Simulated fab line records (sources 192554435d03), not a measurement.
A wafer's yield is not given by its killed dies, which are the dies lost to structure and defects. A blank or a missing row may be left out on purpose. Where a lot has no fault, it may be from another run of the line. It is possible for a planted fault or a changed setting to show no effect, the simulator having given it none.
fab line records + flow n5-finfet
[record]
- lots = 10
- wafers = 27
- last-day = 17
route steps=1938 shown SD_EPI_N@281 BEOL_M4@1111 BEOL_M5@1113 PASSIVATION@1936
lots that met no fault: taken from a fault-free run of the same line
start-h: hours from the record's opening day to when the first of the lot's shown wafers began + wait-h: hours elapsed since this lot's preceding step + " the same as in the row above + L1.1+2: several wafers, shown together as one row + - no value, or no start given + * or withheld: withheld + < > ~ a bound
route shown NAME@n: a module of which the file shows steps, and the number in the route of the first + usual: mean/standard deviation taken from wafers without a fault + same: alike in all rows + chamber/n: place in a boat + sites: the reading at each site + _std_site: their standard deviation + _edge_site: mean of outer sites minus mean of inner sites + radius-mm: how far each site lies from the wafer's centre + mask NAME#n: copy n + behind: the tool/chamber that last shaped the wafer + hold: the reason the lot was held/the length of the hold in hours/how it ended + device: names the non-switching transistor (n, p or np) + end of line: the same wafers' tests at the end of the route + where a step has no rows: the recipe by itself + killed: dies that structure and defects cost at the first sort, which is not the same as the wafer's yield + map: the dies of a wafer, with x for killed, . for not killed, _ for no die there
set.NAME: the setting that was run; set.NAME@STEP: the one run at that earlier step + model.NAME: the simulator's own value behind a step, which no gauge read
steps of the route over a sample of lots; a table a step, a row a wafer
services: from which hour (start-h, from the record's first day; less than 0 if before it) a tool's chamber was out of use, for how many hours, and why
[[steps]]
[step N5_SD_EPI_N_SD_RECESS_17]
[recipe]
- chemistry = HBr/Cl2/O2
- target-depth-a = 410
- mask-material = SOC
- time-s = 23.7
- bt-time-s = 3
- pressure-mtorr = 10
- icp-w = 800
- bias-w = 112
- HBr_flow_sccm = 150
- Cl2_flow_sccm = 80
- O2_flow_sccm = 12
[usual]
- HBr_flow_sccm = 150.0/0.44
- bias-w = 112.0/0.35
- drypump-motor-current-A = 5.7/0.51
- oes-product-au = 0.996/0.015
- throttle-valve-pct = 37.2/0.38
| lot.wafer | tool      | chamber | start-h | wait-h | HBr_flow_sccm | bias-w | drypump-motor-current-A | oes-product-au | rf-hours-counter-h | throttle-valve-pct |
|-----------|-----------|---------|---------|--------|---------------|--------|-------------------------|----------------|--------------------|--------------------|
| L437.2    | rie-si-03 | 0       | 50.42   | 0.0    | 150.3         | 111.4  | 5.2                     | 1.001          | 187                | 36.8               |
| L437.3    | "         | 1       | "       | "      | 149.8         | 111.9  | 6.1                     | 0.985          | 106                | 37.3               |
| L437.6    | "         | 0       | "       | "      | 149.7         | 111.6  | 5.2                     | 1.001          | -                  | 36.8               |
| L438.1    | rie-si-02 | 1       | 55.56   | 0.0    | 150.5         | 112.2  | 5.1                     | 0.984          | 185                | 37.0               |
| L438.4    | "         | 2       | "       | "      | 149.8         | 111.8  | 6.5                     | 1.015          | 68                 | 37.6               |
| L438.6    | "         | 3       | "       | "      | 149.5         | 112.2  | 6.2                     | 0.985          | -                  | 37.3               |
| L441.2    | rie-si-03 | 2       | 76.62   | 0.0    | 149.9         | 112.0  | 5.3                     | 0.980          | 67                 | 38.0               |
| L441.3    | "         | 3       | "       | "      | 149.9         | 111.8  | 5.9                     | 0.984          | 29                 | 37.1               |
| L441.6    | "         | 0       | "       | "      | 150.4         | 112.7  | 5.2                     | 1.004          | -                  | 36.8               |
| L442.1    | rie-si-05 | 1       | 79.08   | 0.0    | 150.2         | 112.2  | 6.0                     | 1.035          | 102                | 36.7               |
| L442.4    | "         | 3       | "       | "      | 150.2         | 111.8  | 6.3                     | 0.978          | 127                | 36.6               |
| L442.6    | "         | 2       | "       | "      | 149.8         | 112.4  | 6.2                     | 1.009          | -                  | 37.0               |
| L447.2    | rie-si-03 | 2       | 109.12  | 0.0    | 150.0         | 111.5  | 5.3                     | 0.972          | 67                 | 38.0               |
| L447.5    | "         | 0       | "       | "      | 149.8         | 111.8  | 5.2                     | 0.994          | -                  | 36.8               |
| L451.2    | rie-si-03 | 1       | 132.45  | 0.0    | 151.8         | 111.9  | 6.1                     | 0.980          | 108                | 37.3               |
| L451.4    | "         | 0       | "       | "      | 150.1         | 111.6  | 5.2                     | 0.998          | 189                | 36.8               |
| L455.2    | rie-si-02 | 3       | 157.64  | 0.0    | 150.5         | 112.8  | 6.2                     | 0.987          | 113                | 37.3               |
| L455.4    | "         | 2       | "       | "      | 149.9         | 111.8  | 6.5                     | 1.015          | 70                 | 37.6               |
| L457.1    | rie-si-02 | 2       | 170.55  | 0.0    | 150.5         | 112.5  | 6.5                     | 1.010          | 71                 | 37.6               |
| L457.3    | "         | 3       | "       | "      | 149.3         | 112.1  | 6.2                     | 0.982          | 113                | 37.3               |
| L457.4    | "         | 0       | "       | "      | 150.5         | 111.8  | 5.1                     | 1.004          | 149                | 36.9               |
| L459.2    | rie-si-03 | 1       | 182.49  | 0.0    | 150.3         | 112.4  | 6.1                     | 0.990          | 109                | 37.3               |
| L459.4    | "         | 0       | "       | "      | 150.1         | 112.2  | 5.2                     | 1.007          | 190                | 36.8               |
| L459.6    | "         | 3       | "       | "      | 150.6         | 111.6  | 5.9                     | 0.985          | -                  | 37.1               |
| L460.3    | rie-si-03 | 3       | 187.46  | 0.0    | 150.0         | 111.7  | 5.9                     | 0.986          | 31                 | 37.1               |
| L460.5    | "         | 1       | "       | "      | 150.1         | 111.7  | 6.1                     | 0.976          | -                  | 37.3               |
| L460.6    | "         | 0       | "       | "      | 150.1         | 111.9  | 5.2                     | 0.999          | -                  | 36.8               |
[step N5_BEOL_M4_RC_MEAS_101]
[usual]
- CJ_N = 4.36/0.1
- DIBL_N = 37.2/1.9
- DIBL_P = 37.3/2.2
- IOFF_N = 0.18/0.038
- IOFF_P = 0.22/0.039
- ION_N = 678/11
- ION_P = 462/6.9
- SS_N = 71.8/0.68
- SS_P = 73.5/0.65
- VT_N = 249/3.4
- VT_P = -250/3.2
| lot.wafer | tool      | chamber | start-h | wait-h | CJ_N | DIBL_N[mV/V] | DIBL_P[mV/V] | IOFF_N[nA/um] | IOFF_P[nA/um] | ION_N[uA/um] | ION_P[uA/um] | SS_N[mV/dec] | SS_P[mV/dec] | VT_N[mV] | VT_P[mV] |
|-----------|-----------|---------|---------|--------|------|--------------|--------------|---------------|---------------|--------------|--------------|--------------|--------------|----------|----------|
| L437.2    | prober-01 | 0       | 178.96  | 0.2    | 4.39 | 39.7         | 40.5         | 0.22          | 0.25          | 690          | 461          | 72.7         | 73.3         | 246      | -250     |
| L437.3    | "         | 0       | "       | "      | 4.48 | 36.8         | 36.0         | 0.15          | 0.18          | 654          | 450          | 71.7         | 73.0         | 254      | -252     |
| L437.6    | "         | 0       | "       | "      | 4.44 | 35.2         | 35.4         | 0.14          | 0.17          | 673          | 455          | 72.3         | 72.4         | 251      | -254     |
| L438.1    | prober-02 | 0       | 179.31  | 0.0    | 4.21 | 35.0         | 34.6         | 0.13          | 0.15          | 660          | 449          | 71.1         | 72.9         | 250      | -255     |
| L438.4    | "         | 0       | "       | "      | 4.39 | 38.2         | 37.9         | 0.20          | 0.20          | 669          | 449          | 71.7         | 72.7         | 247      | -252     |
| L438.6    | "         | 0       | "       | "      | 4.07 | 34.7         | 35.4         | 0.14          | 0.17          | 677          | 458          | 71.3         | 73.3         | 250      | -252     |
| L441.2    | prober-01 | 0       | 193.07  | 0.2    | 4.44 | 40.0         | 41.2         | 0.26          | 0.27          | 691          | 465          | 73.4         | 74.2         | 246      | -250     |
| L441.3    | "         | 0       | "       | "      | 4.40 | 39.1         | 40.7         | 0.24          | 0.27          | 691          | 464          | 72.2         | 73.8         | 245      | -249     |
| L441.6    | "         | 0       | "       | "      | 4.44 | 39.4         | 40.5         | 0.25          | 0.26          | 693          | 459          | 71.5         | 74.7         | 247      | -249     |
| L442.1    | prober-01 | 0       | 209.26  | 0.0    | 4.19 | 37.4         | 40.0         | 0.20          | 0.25          | 686          | 475          | 72.4         | 73.3         | 244      | -247     |
| L442.4    | "         | 0       | "       | "      | 4.28 | 36.9         | 38.2         | 0.19          | 0.23          | 676          | 465          | 72.2         | 74.3         | 249      | -250     |
| L442.6    | "         | 0       | "       | "      | 4.20 | 35.6         | 36.7         | 0.16          | 0.20          | 679          | 457          | 71.0         | 73.1         | 251      | -250     |
| L447.2    | prober-02 | 0       | 224.24  | 0.2    | 4.67 | 41.2         | 39.2         | 0.28          | 0.23          | 707          | 465          | 73.1         | 73.5         | 243      | -249     |
| L447.5    | "         | 0       | "       | "      | 4.39 | 38.4         | 38.4         | 0.19          | 0.23          | 681          | 456          | 72.1         | 73.5         | 246      | -252     |
| L451.2    | prober-01 | 0       | 264.50  | 0.2    | 4.68 | 40.4         | 37.2         | 0.25          | 0.23          | 694          | 472          | 72.0         | 73.6         | 243      | -249     |
| L451.4    | "         | 0       | "       | "      | 4.35 | 37.3         | 35.0         | 0.15          | 0.20          | 665          | 460          | 70.8         | 72.8         | 253      | -251     |
| L455.2    | prober-01 | 0       | 281.17  | 0.2    | 4.21 | 41.3         | 41.9         | 0.26          | 0.31          | 689          | 467          | 73.0         | 75.0         | 244      | -247     |
| L455.4    | "         | 0       | "       | "      | 4.43 | 36.6         | 35.3         | 0.16          | 0.20          | 687          | 473          | 70.9         | 74.0         | 247      | -249     |
| L457.1    | prober-02 | 0       | 292.55  | 0.2    | 4.42 | 36.8         | 35.1         | 0.17          | 0.22          | 677          | 458          | 71.2         | 73.7         | 248      | -248     |
| L457.3    | "         | 0       | "       | "      | 4.25 | 36.7         | 36.2         | 0.17          | 0.24          | 682          | 469          | 72.7         | 73.2         | 248      | -248     |
| L457.4    | "         | 0       | "       | "      | 4.32 | 37.4         | 36.5         | 0.21          | 0.25          | 691          | 470          | 72.2         | 73.4         | 244      | -245     |
| L459.2    | prober-01 | 0       | 301.36  | 0.2    | 4.41 | 37.2         | 40.0         | 0.18          | 0.22          | 668          | 452          | 72.0         | 74.4         | 250      | -251     |
| L459.4    | "         | 0       | "       | "      | 4.44 | 37.0         | 39.2         | 0.17          | 0.20          | 673          | 461          | 72.1         | 73.6         | 250      | -255     |
| L459.6    | "         | 0       | "       | "      | 4.45 | 35.9         | 37.1         | 0.14          | 0.17          | 655          | 445          | 72.4         | 73.8         | 254      | -255     |
| L460.3    | prober-02 | 0       | 310.43  | 0.3    | 4.42 | 35.6         | 36.9         | 0.16          | 0.19          | 669          | 460          | 71.8         | 73.2         | 251      | -253     |
| L460.5    | "         | 0       | "       | "      | 4.45 | 33.3         | 32.9         | 0.11          | 0.15          | 655          | 453          | 71.8         | 73.2         | 257      | -255     |
| L460.6    | "         | 0       | "       | "      | 4.48 | 37.0         | 37.7         | 0.18          | 0.22          | 678          | 459          | 72.6         | 73.6         | 248      | -250     |
[step N5_BEOL_M5_CURE_79]
[recipe]
- temp-c = 385
- time-s = 240
- ambient = He/Ar
- material = SiCOH_lowk
[usual]
- lamp-power-pct = 52.31/0.049
- wafer_temp_C_max = 386.8/0.72
| lot.wafer | tool       | chamber | start-h | wait-h | lamp-power-pct | wafer_temp_C_max |
|-----------|------------|---------|---------|--------|----------------|------------------|
| L437.2    | uv-cure-03 | 1       | 179.94  | 0.1    | 52.21          | 386.3            |
| L437.3    | "          | 1       | "       | "      | 52.28          | 386.6            |
| L437.6    | "          | 1       | "       | "      | 52.40          | 386.3            |
| L438.1    | uv-cure-01 | 0       | 180.36  | 0.1    | 52.24          | 387.6            |
| L438.4    | "          | 0       | "       | "      | 52.30          | 387.2            |
| L438.6    | "          | 0       | "       | "      | 52.29          | 387.1            |
| L441.2    | uv-cure-02 | 0       | 194.04  | 0.1    | 52.27          | 386.5            |
| L441.3    | "          | 0       | "       | "      | 52.34          | 386.9            |
| L441.6    | "          | 0       | "       | "      | 52.30          | 386.7            |
| L442.1    | uv-cure-03 | 1       | 210.29  | 0.0    | 52.31          | 386.3            |
| L442.4    | "          | 1       | "       | "      | 52.32          | 386.6            |
| L442.6    | "          | 1       | "       | "      | 52.36          | 386.5            |
| L447.2    | uv-cure-01 | 0       | 225.19  | 0.1    | 52.37          | 387.2            |
| L447.5    | "          | 0       | "       | "      | 52.33          | 386.4            |
| L451.2    | uv-cure-01 | 1       | 265.45  | 0.1    | 52.27          | 386.1            |
| L451.4    | "          | 1       | "       | "      | 52.21          | 385.7            |
| L455.2    | uv-cure-03 | 1       | 282.15  | 0.1    | 52.33          | 385.8            |
| L455.4    | "          | 1       | "       | "      | 52.32          | 387.2            |
| L457.1    | uv-cure-02 | 2       | 293.57  | 0.0    | 52.31          | 388.0            |
| L457.3    | "          | 2       | "       | "      | 52.29          | 387.6            |
| L457.4    | "          | 2       | "       | "      | 52.34          | 387.5            |
| L459.2    | uv-cure-02 | 2       | 302.41  | 0.2    | 52.27          | 388.5            |
| L459.4    | "          | 2       | "       | "      | 52.22          | 387.7            |
| L459.6    | "          | 2       | "       | "      | 52.33          | 388.9            |
| L460.3    | uv-cure-01 | 2       | 311.48  | 0.4    | 52.38          | 386.3            |
| L460.5    | "          | 2       | "       | "      | 52.28          | 386.6            |
| L460.6    | "          | 2       | "       | "      | 52.31          | 386.7            |
[step N5_BEOL_M5_THK_MEAS_01]
[recipe]
- reads = SiCOH_lowk_of_BEOL_M5_ILD_DEP_00
[usual]
- M5_ILD_THK = 121.2/1.6
| lot.wafer | tool          | chamber | start-h | wait-h | M5_ILD_THK[nm] |
|-----------|---------------|---------|---------|--------|----------------|
| L437.2    | film-metro-02 | -       | 180.37  | 0.4    | 118.6          |
| L437.3    | "             | -       | "       | "      | 122.4          |
| L437.6    | "             | -       | "       | "      | 121.8          |
| L438.1    | film-metro-02 | -       | 180.88  | 0.4    | 118.7          |
| L438.4    | "             | -       | "       | "      | 119.3          |
| L438.6    | "             | -       | "       | "      | 119.5          |
| L441.2    | film-metro-02 | -       | 194.48  | 0.4    | 121.3          |
| L441.3    | "             | -       | "       | "      | 120.6          |
| L441.6    | "             | -       | "       | "      | 122.8          |
| L442.1    | film-metro-01 | -       | 210.80  | 0.4    | 121.3          |
| L442.4    | "             | -       | "       | "      | 122.2          |
| L442.6    | "             | -       | "       | "      | 122.9          |
| L447.2    | film-metro-01 | -       | 225.62  | 0.4    | 119.1          |
| L447.5    | "             | -       | "       | "      | 122.0          |
| L451.2    | film-metro-02 | -       | 265.88  | 0.4    | 118.7          |
| L451.4    | "             | -       | "       | "      | 120.5          |
| L455.2    | film-metro-02 | -       | 282.58  | 0.4    | 119.6          |
| L455.4    | "             | -       | "       | "      | 121.6          |
| L457.1    | film-metro-01 | -       | 294.08  | 0.4    | 118.6          |
| L457.3    | "             | -       | "       | "      | 117.1          |
| L457.4    | "             | -       | "       | "      | 120.5          |
| L459.2    | film-metro-01 | -       | 303.24  | 0.7    | 121.8          |
| L459.4    | "             | -       | "       | "      | 122.4          |
| L459.6    | "             | -       | "       | "      | 123.6          |
| L460.3    | film-metro-01 | -       | 312.15  | 0.5    | 125.0          |
| L460.5    | "             | -       | "       | "      | 122.9          |
| L460.6    | "             | -       | "       | "      | 123.2          |
[step N5_BEOL_M5_PECVD_70]
[recipe]
- material = SiO2
- target-thk-a = 160
- temp-c = 400
- precursor = TEOS/O2
- pressure-torr = 5.5
- rf-w = 450
- teos-flow-sccm = 53.8
- gas = O2
- flow-sccm = 3000
- time-s = 18
[usual]
- heater-power-w = 702/96
- showerhead-plenum-p-Torr = 8.76/0.065
- throttle-valve-pct = 22.9/0.99
| lot.wafer | tool     | chamber | start-h | wait-h | heater-power-w | showerhead-plenum-p-Torr | throttle-valve-pct |
|-----------|----------|---------|---------|--------|----------------|--------------------------|--------------------|
| L437.2    | pecvd-04 | 0       | 180.41  | 0.0    | 661            | 8.66                     | 23.4               |
| L437.3    | "        | 1       | "       | "      | 724            | 8.85                     | 23.7               |
| L437.6    | "        | 1       | "       | "      | 749            | 8.86                     | 24.0               |
| L438.1    | pecvd-04 | 2       | 180.91  | 0.0    | 699            | 8.70                     | 21.1               |
| L438.4    | "        | 1       | "       | "      | 709            | 8.83                     | 23.9               |
| L438.6    | "        | 0       | "       | "      | 648            | 8.67                     | 23.3               |
| L441.2    | pecvd-04 | 1       | 194.51  | 0.0    | 665            | 8.86                     | 23.7               |
| L441.3    | "        | 2       | "       | "      | 707            | 8.68                     | 21.1               |
| L441.6    | "        | 2       | "       | "      | 732            | 8.69                     | 21.3               |
| L442.1    | pecvd-02 | 1       | 210.84  | 0.0    | 499            | 8.74                     | 22.5               |
| L442.4    | "        | 2       | "       | "      | 859            | 8.78                     | 22.3               |
| L442.6    | "        | 0       | "       | "      | 782            | 8.77                     | 24.2               |
| L447.2    | pecvd-04 | 1       | 225.66  | 0.0    | 745            | 8.87                     | 23.8               |
| L447.5    | "        | 1       | "       | "      | 750            | 8.86                     | 23.8               |
| L451.2    | pecvd-02 | 1       | 265.92  | 0.0    | 487            | 8.75                     | 22.6               |
| L451.4    | "        | 0       | "       | "      | 678            | 8.77                     | 24.2               |
| L455.2    | pecvd-04 | 2       | 282.62  | 0.0    | 724            | 8.68                     | 21.6               |
| L455.4    | "        | 1       | "       | "      | 709            | 8.83                     | 23.8               |
| L457.1    | pecvd-02 | 2       | 294.12  | 0.0    | 883            | 8.78                     | 22.4               |
| L457.3    | "        | 0       | "       | "      | 831            | 8.78                     | 24.5               |
| L457.4    | "        | 1       | "       | "      | 525            | 8.77                     | 22.7               |
| L459.2    | pecvd-04 | 2       | 303.28  | 0.0    | 725            | 8.68                     | 21.6               |
| L459.4    | "        | 2       | "       | "      | 708            | 8.69                     | 21.7               |
| L459.6    | "        | 0       | "       | "      | 714            | 8.68                     | 23.3               |
| L460.3    | pecvd-02 | 1       | 312.19  | 0.0    | 537            | 8.78                     | 22.3               |
| L460.5    | "        | 2       | "       | "      | 829            | 8.79                     | 22.5               |
| L460.6    | "        | 0       | "       | "      | 767            | 8.77                     | 24.2               |
[step N5_PASSIVATION_PROBE_49]
[usual]
- defect-limited-yield = 91.2/1.6
- killed_at_M0_to_M3 = 31/10
- killed_at_M4_up = 14/4.4
- killed-at-contacts = 13/6
- killed-at-front-end = 43/13
- killed-at-other = 3.5/2.6
- killed-dies = 104/18
- killed-open = 68/14
- killed-short = 34/8.1
- sort_bin_4_leakage = 0.01/0.073
- sort_bin_5_function = 5.1/1.1
- sort_bin_6_memory = 3.3/0.68
- sort-n-pass = 1076/18
- sort-yield-pct = 91.2/1.6
[same]
- gross-dies = 1180
- killed-at-back-side = 0
- sort_bin_8_speed[%] = 0
| lot.wafer | tool      | chamber | start-h | wait-h | defect-limited-yield[%] | killed_at_M0_to_M3 | killed_at_M4_up | killed-at-contacts | killed-at-front-end | killed-at-other | killed-dies | killed-open | killed-short | sort_bin_4_leakage[%] | sort_bin_5_function[%] | sort_bin_6_memory[%] | sort-n-pass | sort-yield-pct[%] |
|-----------|-----------|---------|---------|--------|-------------------------|--------------------|-----------------|--------------------|---------------------|-----------------|-------------|-------------|--------------|-----------------------|------------------------|----------------------|-------------|-------------------|
| L441.2    | prober-01 | -       | 289.07  | 0.1    | 91.0                    | 24                 | 23              | 15                 | 42                  | 2               | 106         | 66          | 40           | 0                     | 5.5                    | 3.1                  | 1074        | 91.0              |
| L441.3    | prober-01 | -       | 289.12  | 0.1    | 89.7                    | 32                 | 21              | 18                 | 50                  | 1               | 122         | 73          | 49           | 0                     | 6.0                    | 3.9                  | 1058        | 89.7              |
| L441.6    | prober-01 | -       | 289.27  | 0.3    | 89.9                    | 36                 | 13              | 13                 | 55                  | 2               | 119         | 71          | 47           | 0                     | 5.7                    | 3.9                  | 1061        | 89.9              |
| L447.2    | prober-02 | -       | 330.88  | 0.1    | 91.3                    | 36                 | 13              | 11                 | 34                  | 9               | 103         | 62          | 41           | 0.25                  | 5.0                    | 3.4                  | 1074        | 91.0              |
// killed by level:class
L441.2 MOL_CONTACT_COAG:geometric-particle:open=10 FIN_SAQP:geometric-particle:open=8 STI_FIN_REVEAL:geometric-particle:open=7 BEOL_M1:geometric-particle:open=7 BEOL_M4:geometric-particle:open=6 STI_FIN_REVEAL:geometric-particle:short=5 MOL_CONTACT_COAG:geometric-particle:short=5 BEOL_M0_SAQP:geometric-particle:short=5
L441.3 MOL_CONTACT_COAG:geometric-particle:open=16 FIN_SAQP:geometric-particle:short=13 BEOL_M0_SAQP:geometric-particle:short=11 FIN_SAQP:geometric-particle:open=9 STI_FIN_REVEAL:geometric-particle:open=9 BEOL_M0_SAQP:geometric-particle:open=8 BEOL_M1:geometric-particle:open=6 BEOL_M4:geometric-particle:open=6
L441.6 STI_FIN_REVEAL:geometric-particle:open=14 FIN_SAQP:geometric-particle:open=11 FIN_SAQP:geometric-particle:short=11 BEOL_M0_SAQP:geometric-particle:short=10 MOL_CONTACT_COAG:geometric-particle:open=9 BEOL_M2:geometric-particle:open=7 BEOL_M0_SAQP:geometric-particle:open=5 BEOL_M1:geometric-particle:open=5
L447.2 FIN_SAQP:geometric-particle:open=12 BEOL_M0_SAQP:geometric-particle:short=10 MOL_CONTACT_COAG:geometric-particle:open=8 BEOL_M1:geometric-particle:open=7 BEOL_M0_SAQP:geometric-particle:open=6 FIN_SAQP:geometric-particle:short=5 BEOL_M1:geometric-particle:short=5 BEOL_M4:geometric-particle:short=4
[[services]]
| tool       | chamber | start-h | hours | kind           |
|------------|---------|---------|-------|----------------|
| rie-si-05  | -       | 28.11   | 2.8   | pm             |
| uv-cure-03 | -       | 29.71   | 1.0   | pm             |
| pecvd-02   | 1       | 47.91   | 3.8   | repair         |
| pecvd-04   | -       | 53.49   | 2.9   | repair         |
| uv-cure-02 | -       | 59.95   | 2.1   | pm             |
| pecvd-02   | -       | 62.35   | 2.8   | repair         |
| uv-cure-02 | -       | 67.88   | 6.0   | pm             |
| uv-cure-02 | -       | 75.82   | 28.1  | pm             |
| rie-si-03  | -       | 119.49  | 0.2   | repair         |
| uv-cure-03 | -       | 128.49  | 5.0   | pm             |
| uv-cure-02 | -       | 144.81  | 1.0   | pm             |
| uv-cure-01 | -       | 148.95  | 2.1   | pm             |
| uv-cure-03 | -       | 154.34  | 22.2  | pm             |
| pecvd-04   | 1       | 163.21  | 12.7  | repair         |
| rie-si-03  | 3       | 164.09  | 1.4   | repair         |
| rie-si-02  | -       | 176.96  | 15.6  | pm             |
| uv-cure-02 | -       | 178.14  | 4.1   | repair         |
| uv-cure-03 | -       | 184.24  | 0.7   | repair         |
| pecvd-02   | 1       | 185.11  | 2.6   | repair         |
| uv-cure-01 | -       | 189.73  | 6.0   | pm             |
| rie-si-03  | 0       | 198.85  | -     | clean          |
| rie-si-03  | 0       | 198.85  | 20.1  | scheduled-down |
| uv-cure-03 | -       | 245.54  | 2.1   | pm             |
| uv-cure-01 | -       | 303.50  | 7.5   | pm             |
[[key]]
[first-sign]
- step = N5_BEOL_M4_RC_MEAS_101
- reading = CJ_N
- direction = up
- sigmas = 3
- usual = 4.36
- struck = 4.67
effect none on later readings
met-at N5_SD_EPI_N_SD_RECESS_17
struck-lots L447,L451
struck-wafers L447.2,L451.2
not-acting-at N5_BEOL_M5_CURE_79,N5_BEOL_M5_THK_MEAS_01,N5_BEOL_M5_PECVD_70
onset-between 76.62 109.12
[fault]
- kind = process-parameter-drift
- tool = rie-si-03
- chamber = -
- onset-h = 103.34
- steps = N5_SD_EPI_N_SD_RECESS_17
- channel = time-s
- offset = *
- shape = step
- end-h = 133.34
- scope = struck-wafers-only
- acts-in = *
- stated = *
